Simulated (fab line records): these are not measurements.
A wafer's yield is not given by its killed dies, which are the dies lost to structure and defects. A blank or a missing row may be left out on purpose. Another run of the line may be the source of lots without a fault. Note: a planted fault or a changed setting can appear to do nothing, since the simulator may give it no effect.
fab line records	flow n5_finfet
record: lots: 7	wafers: 21
route steps=1938 shown BEOL_M14@1742 BEOL_M15@1797 MIM_BOT_LITHO@1858 MIM_BOT_ETCH@1866 PASSIVATION@1921
start_h: hours from the record's first day to the start of the lot's first wafer shown	wait_h: how many hours have passed since the lot's step before this one	" repeats the value in the row above	L1.1+2: several wafers, shown together as one row	- no value present, or no start provided	* or withheld: withheld	< > ~ a bound
route shown NAME@n: names a module that has steps shown in the file, with the first one's number in the route	usual: average and standard deviation across the fault-free wafers	same: alike in all rows	chamber/n: place in a boat	sites: readings site by site	_std_site: standard deviation across them	_edge_site: inner sites' mean taken away from outer sites' mean	radius_mm: how far each site lies from the wafer's centre	mask NAME#n: copy n	behind: tool/chamber where the wafer was last shaped	hold: what put the lot on hold/how long, in hours/how the hold closed	device: which transistor (n, p or np) failed to switch	end of line: at the end of the route, the tests of the same wafers	a step with no rows: only its recipe	killed: the dies lost at the first sort to structure and to defects; this is not the yield of the wafer	map: a wafer's dies, x killed, . not, _ none there
set.NAME: the run value of the setting; set.NAME@STEP: its run value at that earlier step	model.NAME: the simulator's own value behind a step, which no gauge read
lots with deliberately changed settings; one table per step, one row per wafer
== steps ==
step: N5_BEOL_M14_EXPOSE_25
recipe: mask_id: M14	na: 0.8	source_shape: annular	sigma_inner: 0.5	sigma_outer: 0.8	polarization: unpolarized	target_cd_nm: 280	dose_mj: 26.6
lot.wafer	tool	chamber	start_h	wait_h	mask	set.dose_mj
L078.1+2	krf_scanner-02	0	263.65	-	M14#0	26.6
L078.6	"	0	"	"	M14#0	24.65
L080.1+2	krf_scanner-02	0	275.54	-	M14#0	25.11
L080.6	"	0	"	"	M14#0	26.6
L092.1	krf_scanner-01	0	348.83	-	M14#0	26.6
L092.3+4	"	0	"	"	M14#0	24.75
L093.2+5+6	krf_scanner-01	0	350.62	-	M14#0	26.6
L094.3+4+5	krf_scanner-02	0	359.04	-	M14#0	26.6
L096.1+5+6	krf_scanner-01	0	368.58	-	M14#0	26.6
L097.2+4+5	krf_scanner-02	0	380.64	-	M14#0	26.6
step: N5_BEOL_M14_PEB_26
recipe: peb_temp_c: 130	peb_time_s: 90
step: N5_BEOL_M14_DEVELOP_27
recipe: develop_time_s: 45	rinse_liquid: diw	dry: air_spin	dev_temp_c: 21
step: N5_BEOL_M14_HARDBAKE_32
recipe: temp_c: 130	time_s: 120
step: N5_BEOL_M14_CD_MEAS_28
recipe: target_cd_nm: 284.4	landing_energy_ev: 500	detector: se_inlens
usual: cd_nm: 284.2/2.5
lot.wafer	tool	chamber	start_h	wait_h	set.dose_mj@BEOL_M14_EXPOSE_25	cd_nm
L078.1	cd_sem-02	0	263.82	-	26.6	281.9
L078.2	"	0	"	"	26.6	283.9
L078.6	"	0	"	"	24.65	273.1
L080.1	cd_sem-03	0	275.72	-	25.11	271.6
L080.2	"	0	"	"	25.11	271.7
L080.6	"	0	"	"	26.6	283.5
L092.1	cd_sem-03	0	349.00	-	26.6	284.1
L092.3	"	0	"	"	24.75	274.2
L092.4	"	0	"	"	24.75	271.2
L093.2	cd_sem-01	0	350.79	-	26.6	284.3
L093.5	"	0	"	"	26.6	282.4
L093.6	"	0	"	"	26.6	284.1
L094.3	cd_sem-01	0	359.21	-	26.6	284.9
L094.4	"	0	"	"	26.6	285.0
L094.5	"	0	"	"	26.6	287.2
L096.1	cd_sem-03	0	368.75	-	26.6	280.5
L096.5	"	0	"	"	26.6	282.6
L096.6	"	0	"	"	26.6	281.1
L097.2	cd_sem-02	0	380.81	-	26.6	285.1
L097.4	"	0	"	"	26.6	285.6
L097.5	"	0	"	"	26.6	285.6
step: N5_BEOL_M14_DESCUM_33
recipe: chemistry: O2	time_s: 7.9	source_power_w: 50	bias_power_w: 20	pressure_mtorr: 20	rf_frequency_hz: 2.712e+07	temp_c: 40	o2_flow_sccm: 225
lot.wafer	tool	chamber	start_h	wait_h	set.dose_mj@BEOL_M14_EXPOSE_25	model.BEOL_M14.cd_nm
L078.1	rie_diel-06	3	263.91	0.0	26.6	281.8
L078.2	"	2	"	"	26.6	284
L078.6	"	1	"	"	24.65	273
L080.1	rie_diel-06	1	276.10	0.3	25.11	271.6
L080.2	"	3	"	"	25.11	271.4
L080.6	"	3	"	"	26.6	283.4
L092.1	rie_diel-02	1	349.09	0.0	26.6	284.2
L092.3	"	2	"	"	24.75	274.2
L092.4	"	3	"	"	24.75	271.2
L093.2	rie_diel-02	2	350.97	0.1	26.6	284.6
L093.5	"	1	"	"	26.6	282
L093.6	"	2	"	"	26.6	284.2
L094.3	rie_diel-02	3	359.46	0.2	26.6	284.8
L094.4	"	0	"	"	26.6	285
L094.5	"	0	"	"	26.6	287
L096.1	rie_diel-02	3	368.88	0.1	26.6	280.4
L096.5	"	0	"	"	26.6	282.4
L096.6	"	1	"	"	26.6	281
L097.2	rie_diel-05	0	380.89	0.0	26.6	285.2
L097.4	"	2	"	"	26.6	285.6
L097.5	"	2	"	"	26.6	285.4
step: N5_BEOL_M14_ETCH_68
recipe: chemistry: N2/H2	target: SOC	mask_material: SiARC	source_w: 3000	bias_w: 350	temp_c: 40	time_s: 450	ion_energy_ev: 200	pressure_mtorr: 30	n2_flow_sccm: 200	h2_flow_sccm: 200
lot.wafer	tool	chamber	start_h	wait_h	set.time_s	set.dose_mj@BEOL_M14_EXPOSE_25	model.BEOL_M14.cd_nm	model.SiARC_of_BEOL_M14_COAT_66.thk_nm
L078.1	rie_diel-06	3	264.09	0.1	512.4	26.6	278.8	58.8
L078.2	"	2	"	"	450	26.6	280.4	65.4
L078.6	"	1	"	"	512.4	24.65	268.6	58.8
L080.1	rie_diel-06	1	276.28	0.1	496.9	25.11	267.2	60.8
L080.2	"	3	"	"	450	25.11	267	65.2
L080.6	"	3	"	"	450	26.6	279.8	65.2
L092.1	rie_diel-02	1	349.27	0.1	450	26.6	281.2	63.8
L092.3	"	2	"	"	529.4	24.75	270.8	58
L092.4	"	3	"	"	450	24.75	265.4	65.2
L093.2	rie_diel-02	2	351.15	0.1	450	26.6	279.6	66.6
L093.5	"	1	"	"	542.1	26.6	281.2	55.2
L093.6	"	2	"	"	542.1	26.6	281.8	57.6
L094.3	rie_diel-02	3	359.64	0.1	450	26.6	279	65.2
L094.4	"	0	"	"	450	26.6	281.6	65.4
L094.5	"	0	"	"	380.8	26.6	281	72
L096.1	rie_diel-02	3	369.06	0.1	450	26.6	274.8	65
L096.5	"	0	"	"	450	26.6	278.4	65.6
L096.6	"	1	"	"	450	26.6	277.8	64.2
L097.2	rie_diel-05	0	381.07	0.1	450	26.6	282.2	64.8
L097.4	"	2	"	"	482.4	26.6	285.2	61.2
L097.5	"	2	"	"	450	26.6	284.6	64.4
step: N5_BEOL_M15_COAT_22
recipe: spin_rpm: 1704	resist_thk_nm: 800
lot.wafer	tool	chamber	start_h	wait_h	set.spin_rpm	model.coat_of_BEOL_M15_COAT_22.thk_nm
L078.1	litho_track-05	0	-	-	1704	800.4
L078.2	"	0	"	"	1704	799.4
L078.6	"	0	"	"	1704	798
L080.1	litho_track-02	0	-	-	1843	769.2
L080.2	"	0	"	"	1704	800
L080.6	"	0	"	"	1843	767
L092.1	litho_track-05	0	-	-	1534	845.2
L092.3	"	0	"	"	1704	801.2
L092.4	"	0	"	"	1704	800.8
L093.2	litho_track-05	0	-	-	1533	843.8
L093.5	"	0	"	"	1533	841.6
L093.6	"	0	"	"	1704	801.4
L094.3	litho_track-01	0	-	-	1876	763.2
L094.4	"	0	"	"	1876	760.2
L094.5	"	0	"	"	1704	798.6
L096.1	litho_track-02	0	-	-	1704	802.6
L096.5	"	0	"	"	1704	805.4
L096.6	"	0	"	"	1704	805.2
L097.2	litho_track-05	0	-	-	1855	768.6
L097.4	"	0	"	"	1855	770.2
L097.5	"	0	"	"	1704	802.4
step: N5_BEOL_M15_TRENCH_ETCH_34
recipe: chemistry: C4F8/O2/Ar	target: SiO2	target_depth_a: 8729.3	he_inner_torr: 15	he_outer_torr: 30	time_s: 199	ion_energy_ev: 800	pressure_mtorr: 20	source_w: 1905	bias_w: 2040	Ar_flow_sccm: 400	C4F8_flow_sccm: 16	O2_flow_sccm: 12
lot.wafer	tool	chamber	start_h	wait_h	set.time_s	set.spin_rpm@BEOL_M15_COAT_22	model.etch.depth_nm	model.coat_of_BEOL_M15_COAT_22.thk_nm
L078.1	rie_diel-04	2	273.93	0.0	179.2	1704	775	563.2
L078.2	"	0	"	"	199	1704	879	539
L078.6	"	2	"	"	179.2	1704	775.8	560.8
L080.1	rie_diel-04	1	283.76	0.0	241	1843	1084	466.2
L080.2	"	3	"	"	241	1704	1043	508.6
L080.6	"	0	"	"	241	1843	1059	469.8
L092.1	rie_diel-04	3	353.90	0.0	199	1534	897.2	580.8
L092.3	"	1	"	"	199	1704	879.2	540.2
L092.4	"	1	"	"	199	1704	878.2	539.2
L093.2	rie_diel-03	1	357.96	0.0	199	1533	850	591
L093.5	"	1	"	"	199	1533	848.1	590.2
L093.6	"	0	"	"	199	1704	864	549.4
L094.3	rie_diel-01	0	370.15	0.0	199	1876	884.4	501
L094.4	"	2	"	"	199	1876	844.6	510
L094.5	"	0	"	"	199	1704	888	535.8
L096.1	rie_diel-03	1	375.43	0.0	199	1704	852.8	549
L096.5	"	2	"	"	199	1704	845.8	552.8
L096.6	"	1	"	"	199	1704	856.4	550.8
L097.2	rie_diel-04	3	386.12	0.0	199	1855	885	507
L097.4	"	0	"	"	199	1855	883.2	508.2
L097.5	"	2	"	"	220	1704	947	531
step: N5_BEOL_M15_STRIP_36
recipe: chemistry: O2	power_w: 600	temp_c: 60	pressure_mtorr: 30	rf_frequency_hz: 6e+07	bias_power_w: 0	overash_fraction: 0.3	o2_flow_sccm: 225
step: N5_BEOL_M15_ECD_47
recipe: material: Cu	target_thk_a: 18600
step: N5_BEOL_M15_ANNEAL_48
recipe: temp_c: 225	time_s: 90	ambient: N2
step: N5_BEOL_M15_CMP_49
recipe: stop_on: SiO2	t_overpolish_s: 4.9	down_force_psi: 2	platen_rpm: 80	clearing_platen_down_force_psi: 2	clearing_platen_rpm: 80	post_cmp_clean: cu_alkaline	target_thk_nm: 850	clearing_platen_pad_velocity_m_s: 1.5917	pad_velocity_m_s: 1.5917
lot.wafer	tool	chamber	start_h	wait_h	set.time_s@BEOL_M15_TRENCH_ETCH_34	model.Cu_of_BEOL_M15_ECD_47.thk_nm
L078.1	cmp-01	0	279.37	0.3	179.2	752.8
L078.2	"	2	"	"	199	854.8
L078.6	"	3	"	"	179.2	750
L080.1	cmp-04	3	290.10	0.3	241	1058
L080.2	"	1	"	"	241	1019
L080.6	"	2	"	"	241	1037
L092.3	cmp-02	1	360.92	0.2	199	856
L092.4	"	3	"	"	199	853.8
L092.1	"	0	"	"	199	872.6
L093.2	cmp-04	0	361.94	0.2	199	828
L093.5	"	0	"	"	199	826
L093.6	"	1	"	"	199	841
L094.3	cmp-02	1	372.25	0.3	199	860.8
L094.4	"	0	"	"	199	819.2
L094.5	"	1	"	"	199	864.6
L096.1	cmp-04	0	381.00	0.3	199	830.2
L096.5	"	3	"	"	199	822.4
L096.6	"	0	"	"	199	833.6
L097.4	cmp-04	3	391.46	0.1	199	858.6
L097.2	"	2	"	"	199	863.4
L097.5	"	0	"	"	220	924.6
step: N5_BEOL_M15_THK_MEAS_50
recipe: thk_meas_gauge: xrf	reads: Cu_of_BEOL_M15_ECD_47
usual: M15_THK: 809/19
lot.wafer	tool	chamber	start_h	wait_h	set.time_s@BEOL_M15_TRENCH_ETCH_34	M15_THK[nm]
L078.1	film_metro-02	-	279.63	-	179.2	712
L078.2	"	-	"	"	199	813
L078.6	"	-	"	"	179.2	716
L080.1	film_metro-01	-	290.36	-	241	1018
L080.2	"	-	"	"	241	983
L080.6	"	-	"	"	241	994
L092.1	film_metro-02	-	361.21	-	199	832
L092.3	"	-	"	"	199	818
L092.4	"	-	"	"	199	813
L093.2	film_metro-01	-	362.23	-	199	800
L093.5	"	-	"	"	199	795
L093.6	"	-	"	"	199	807
L094.3	film_metro-02	-	372.55	-	199	814
L094.4	"	-	"	"	199	776
L094.5	"	-	"	"	199	822
L096.1	film_metro-02	-	381.26	-	199	791
L096.5	"	-	"	"	199	785
L096.6	"	-	"	"	199	793
L097.2	film_metro-01	-	391.75	-	199	815
L097.4	"	-	"	"	199	812
L097.5	"	-	"	"	220	876
step: N5_BEOL_M15_PRE_CLEAN_52
recipe: gas: NH3	time_s: 15	temp_c: withheld	rf_power_w: 300
step: N5_BEOL_M15_DEP_53
recipe: material: SiCN	target_thk_a: 500	temp_c: withheld	precursor: 3MS/NH3	pressure_torr: 3	rf_w: 675	time_s: 17.8
step: N5_BEOL_M15_RS_MEAS_54
recipe: thk_meas_gauge: four-point-probe	reads: Cu_of_BEOL_M15_ECD_47+Ta_of_BEOL_M15_SPUTTER_44+TaN_of_BEOL_M15_SPUTTER_43
usual: M15_RS: 0.0217/0.0005
lot.wafer	tool	chamber	start_h	wait_h	set.time_s@BEOL_M15_TRENCH_ETCH_34	M15_RS[ohm/sq]
L078.1	film_metro-02	-	279.79	0.1	179.2	0.0243
L078.2	"	-	"	"	199	0.0214
L078.6	"	-	"	"	179.2	0.0245
L080.1	film_metro-02	-	290.49	0.0	241	0.0173
L080.2	"	-	"	"	241	0.0179
L080.6	"	-	"	"	241	0.0177
L092.1	film_metro-01	-	361.34	0.0	199	0.0210
L092.3	"	-	"	"	199	0.0214
L092.4	"	-	"	"	199	0.0215
L093.2	film_metro-02	-	362.36	0.1	199	0.0222
L093.5	"	-	"	"	199	0.0222
L093.6	"	-	"	"	199	0.0218
L094.3	film_metro-01	-	372.68	0.1	199	0.0213
L094.4	"	-	"	"	199	0.0224
L094.5	"	-	"	"	199	0.0212
L096.1	film_metro-01	-	381.38	0.0	199	0.0221
L096.5	"	-	"	"	199	0.0223
L096.6	"	-	"	"	199	0.0220
L097.2	film_metro-02	-	391.88	0.1	199	0.0212
L097.4	"	-	"	"	199	0.0213
L097.5	"	-	"	"	220	0.0198
step: N5_MIM_BOT_LITHO_EXPOSE_05
recipe: mask_id: MIM_BOT	na: 0.55	source_shape: conventional	sigma_outer: 0.8	polarization: unpolarized	dose_mj: 24.25
lot.wafer	tool	chamber	start_h	wait_h	mask	set.dose_mj
L078.1	krf_scanner-01	0	285.79	-	MIM_BOT#0	24.25
L078.2+6	"	0	"	"	MIM_BOT#0	25.2
L080.1+2	krf_scanner-01	0	295.55	-	MIM_BOT#0	25.85
L080.6	"	0	"	"	MIM_BOT#0	24.25
L092.1+4	krf_scanner-02	0	366.22	-	MIM_BOT#0	24.25
L092.3	"	0	"	"	MIM_BOT#0	23.26
L093.2+5+6	krf_scanner-02	0	366.59	-	MIM_BOT#0	25.67
L094.3+5	krf_scanner-01	0	377.33	-	MIM_BOT#0	25.67
L094.4	"	0	"	"	MIM_BOT#0	24.25
L096.1+5+6	krf_scanner-02	0	386.19	-	MIM_BOT#0	24.25
L097.2+4+5	krf_scanner-02	0	395.30	-	MIM_BOT#0	23.33
step: N5_MIM_BOT_LITHO_PEB_06
recipe: peb_temp_c: withheld	peb_time_s: *
step: N5_MIM_BOT_LITHO_DEVELOP_07
recipe: develop_time_s: 60	rinse_liquid: diw	dry: air_spin	dev_temp_c: 21
step: N5_MIM_BOT_LITHO_HARDBAKE_09
recipe: temp_c: 130	time_s: 120
step: N5_MIM_BOT_LITHO_CD_MEAS_08
recipe: target_cd_nm: 3000	landing_energy_ev: 500	detector: se_inlens	polarity: opening
usual: cd_nm: 3000.9/1.9
lot.wafer	tool	chamber	start_h	wait_h	set.dose_mj@MIM_BOT_LITHO_EXPOSE_05	cd_nm
L078.1	cd_sem-01	0	285.97	-	24.25	3001.7
L078.2	"	0	"	"	25.2	3008.5
L078.6	"	0	"	"	25.2	3007.2
L080.1	cd_sem-02	0	295.73	-	25.85	3013.0
L080.2	"	0	"	"	25.85	3014.0
L080.6	"	0	"	"	24.25	3001.3
L092.1	cd_sem-01	0	366.39	-	24.25	2999.0
L092.3	"	0	"	"	23.26	2992.6
L092.4	"	0	"	"	24.25	2998.4
L093.2	cd_sem-02	0	366.76	-	25.67	3007.4
L093.5	"	0	"	"	25.67	3007.3
L093.6	"	0	"	"	25.67	3009.3
L094.3	cd_sem-02	0	377.50	-	25.67	3012.5
L094.4	"	0	"	"	24.25	3000.2
L094.5	"	0	"	"	25.67	3013.4
L096.1	cd_sem-03	0	386.37	-	24.25	3002.8
L096.5	"	0	"	"	24.25	2999.9
L096.6	"	0	"	"	24.25	3001.6
L097.2	cd_sem-01	0	395.47	-	23.33	2994.2
L097.4	"	0	"	"	23.33	2991.4
L097.5	"	0	"	"	23.33	2992.3
step: N5_MIM_BOT_ETCH_ETCH_04
recipe: chemistry: CF4/O2	target: SiNx	target_depth_a: 260	time_s: 13	ion_energy_ev: 100	pressure_mtorr: 40	source_w: 535	bias_w: 49	Ar_flow_sccm: 100	cf4_flow_sccm: 100	O2_flow_sccm: 10
lot.wafer	tool	chamber	start_h	wait_h	set.time_s	model.etch.depth_nm
L078.1	rie_diel-06	1	286.13	0.0	13	26.35
L078.2	"	0	"	"	15.16	30.11
L078.6	"	2	"	"	15.16	29.82
L080.1	rie_diel-06	3	295.98	0.0	13	26.11
L080.2	"	2	"	"	13	25.57
L080.6	"	0	"	"	13	25.4
L092.1	rie_diel-05	3	366.55	0.0	13	25.52
L092.3	"	1	"	"	13	25.71
L092.4	"	0	"	"	13	26.16
L093.2	rie_diel-06	0	366.91	0.0	14.8	29.66
L093.5	"	0	"	"	13	25.76
L093.6	"	3	"	"	14.8	29.84
L094.3	rie_diel-06	3	377.65	0.0	10.3	20.64
L094.4	"	1	"	"	13	26.87
L094.5	"	2	"	"	10.3	20.15
L096.1	rie_diel-02	3	386.69	0.0	13	26.78
L096.5	"	0	"	"	13	26.3
L096.6	"	3	"	"	13	26.46
L097.2	rie_diel-02	0	395.62	0.0	15.03	30.43
L097.4	"	3	"	"	13	26.49
L097.5	"	0	"	"	13	26.48
step: N5_PASSIVATION_EXPOSE_41
recipe: mask_id: PASS_OPEN	na: 0.55	defocus_nm: 0	source_shape: conventional	sigma_outer: 0.8	polarization: unpolarized	target_cd_nm: 40000	dose_mj: 57.25
lot.wafer	tool	chamber	start_h	wait_h	mask	set.dose_mj
L078.1+6	krf_scanner-02	0	291.22	-	PASS_OPEN#0	53.7
L078.2	"	0	"	"	PASS_OPEN#0	57.25
L080.1	krf_scanner-02	0	302.64	-	PASS_OPEN#0	58.6
L080.2+6	"	0	"	"	PASS_OPEN#0	57.25
L092.1+3+4	krf_scanner-01	0	372.16	-	PASS_OPEN#0	57.25
L093.2+6	krf_scanner-01	0	372.63	-	PASS_OPEN#0	57.25
L093.5	"	0	"	"	PASS_OPEN#0	59.96
L094.3	krf_scanner-02	0	383.35	-	PASS_OPEN#0	57.25
L094.4+5	"	0	"	"	PASS_OPEN#0	55.97
L096.1+5+6	krf_scanner-02	0	391.58	-	PASS_OPEN#0	57.25
L097.2+5	krf_scanner-02	0	403.88	-	PASS_OPEN#0	59.62
L097.4	"	0	"	"	PASS_OPEN#0	57.25
step: N5_PASSIVATION_PEB_42
recipe: peb_temp_c: withheld	peb_time_s: *
step: N5_PASSIVATION_DEVELOP_43
recipe: develop_time_s: 60	rinse_liquid: diw	dry: air_spin	dev_temp_c: 21
step: N5_PASSIVATION_HARDBAKE_45
recipe: temp_c: 130	time_s: 120
step: N5_PASSIVATION_CD_MEAS_44
recipe: target_cd_nm: 40000	landing_energy_ev: 500	detector: se_inlens
usual: cd_nm: 39998/3.4
lot.wafer	tool	chamber	start_h	wait_h	set.dose_mj@PASSIVATION_EXPOSE_41	cd_nm
L078.1	cd_sem-03	0	291.40	-	53.7	39975
L078.2	"	0	"	"	57.25	40001
L078.6	"	0	"	"	53.7	39970
L080.1	cd_sem-03	0	302.82	-	58.6	40009
L080.2	"	0	"	"	57.25	39999
L080.6	"	0	"	"	57.25	40004
L092.1	cd_sem-01	0	372.34	-	57.25	39995
L092.3	"	0	"	"	57.25	39999
L092.4	"	0	"	"	57.25	39996
L093.2	cd_sem-02	0	372.81	-	57.25	39997
L093.5	"	0	"	"	59.96	40010
L093.6	"	0	"	"	57.25	39990
L094.3	cd_sem-02	0	383.52	-	57.25	40001
L094.4	"	0	"	"	55.97	39991
L094.5	"	0	"	"	55.97	39996
L096.1	cd_sem-02	0	391.76	-	57.25	39994
L096.5	"	0	"	"	57.25	39998
L096.6	"	0	"	"	57.25	39992
L097.2	cd_sem-01	0	404.05	-	59.62	40016
L097.4	"	0	"	"	57.25	40000
L097.5	"	0	"	"	59.62	40014
== key ==
split: step: N5_BEOL_M14_EXPOSE_25	setting: dose_mj	stated: 26.6	by: wafer
response: step: N5_BEOL_M14_CD_MEAS_28	reading: cd_nm	change: +1.63	per: 1%	r: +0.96
response: step: N5_BEOL_M14_DESCUM_33	reading: model.BEOL_M14.cd_nm	change: +1.64	per: 1%	r: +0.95
response: step: N5_BEOL_M14_ETCH_68	reading: model.BEOL_M14.cd_nm	change: +1.82	per: 1%	r: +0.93
split: step: N5_BEOL_M14_ETCH_68	setting: time_s	stated: 450	by: wafer
response: step: N5_BEOL_M14_ETCH_68	reading: model.SiARC_of_BEOL_M14_COAT_66.thk_nm	change: -0.446	per: 1%	r: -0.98
split: step: N5_BEOL_M15_COAT_22	setting: spin_rpm	stated: 1704	by: wafer
response: step: N5_BEOL_M15_COAT_22	reading: model.coat_of_BEOL_M15_COAT_22.thk_nm	change: -3.98	per: 1%	r: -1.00
response: step: N5_BEOL_M15_TRENCH_ETCH_34	reading: model.coat_of_BEOL_M15_COAT_22.thk_nm	change: -3.73	per: 1%	r: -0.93
split: step: N5_BEOL_M15_TRENCH_ETCH_34	setting: time_s	stated: 199	by: wafer
response: step: N5_BEOL_M15_TRENCH_ETCH_34	reading: model.etch.depth_nm	change: +8.06	per: 1%	r: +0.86
response: step: N5_BEOL_M15_CMP_49	reading: model.Cu_of_BEOL_M15_ECD_47.thk_nm	change: +8.08	per: 1%	r: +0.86
response: step: N5_BEOL_M15_THK_MEAS_50	reading: M15_THK	change: +7.8	per: 1%	r: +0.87
response: step: N5_BEOL_M15_RS_MEAS_54	reading: M15_RS	change: -0.000214	per: 1%	r: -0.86
split: step: N5_MIM_BOT_LITHO_EXPOSE_05	setting: dose_mj	stated: 24.25	by: wafer
response: step: N5_MIM_BOT_LITHO_CD_MEAS_08	reading: cd_nm	change: +1.86	per: 1%	r: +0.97
split: step: N5_MIM_BOT_ETCH_ETCH_04	setting: time_s	stated: 13	by: wafer
response: step: N5_MIM_BOT_ETCH_ETCH_04	reading: model.etch.depth_nm	change: +0.272	per: 1%	r: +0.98
split: step: N5_PASSIVATION_EXPOSE_41	setting: dose_mj	stated: 57.25	by: wafer
response: step: N5_PASSIVATION_CD_MEAS_44	reading: cd_nm	change: +3.99	per: 1%	r: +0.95
